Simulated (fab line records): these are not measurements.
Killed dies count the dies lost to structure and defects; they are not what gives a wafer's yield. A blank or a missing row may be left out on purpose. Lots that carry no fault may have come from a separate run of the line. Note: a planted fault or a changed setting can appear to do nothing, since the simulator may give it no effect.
Chamber matching ; flow n5Finfet ; rieDiel-03 running N5_MOL_CONTACT_COAG_ETCH_15: 4 sister chambers
The step etches SiNx in CH3F/O2, stops on Si:P, target depth 7 nm. 8 wafers are shown with their chamber, then 7 later ones without.

## WAFERS, EACH WITH ITS CHAMBER
wafer;chamber;drypumpMotorCurrentA (A);showerheadPlenumPTorr (Torr)
L078.4;0;5.3;2.08
L086.1;2;6.3;1.98
L086.3;0;5.3;2.07
L088.1;1;5.8;2.01
L088.4;3;5.2;2.00
L088.5;2;6.2;1.98
L089.1;1;5.8;2.01
L089.4;3;5.2;2.00

## WAFERS WITHOUT THEIR CHAMBER
wafer;drypumpMotorCurrentA (A);showerheadPlenumPTorr (Torr)
L089.6;5.7;2.01
L091.1;5.1;2.00
L091.2;5.8;2.01
L091.4;5.1;2.00
L093.2;5.1;2.00
L093.4;6.2;1.97
L093.6;5.8;2.01

## THE CHAMBER EACH PASSED THROUGH
wafer;from the rows above;in truth
L089.6;1;1
L091.1;3;3
L091.2;1;1
L091.4;3;3
L093.2;3;3
L093.4;2;2
L093.6;1;1
7 of 7 placed correctly. Not placeable from these rows: 0. 0 placed wrongly.
How it was worked out, from the rows above alone: a wafer's distance from a chamber is the root of the sum, over the readings, of the square of ((its reading less the chamber's mean) divided by the reading's scatter). If the next closest chamber is less than 2 further off than the closest, the wafer can't be placed; otherwise it belongs to the closest. For every chamber, the mean is computed from those of its wafers that are shown. The scatter: take each reading less its chamber's mean, square it, sum over the shown wafers, divide by the number of wafers less the number of chambers, and take the root.
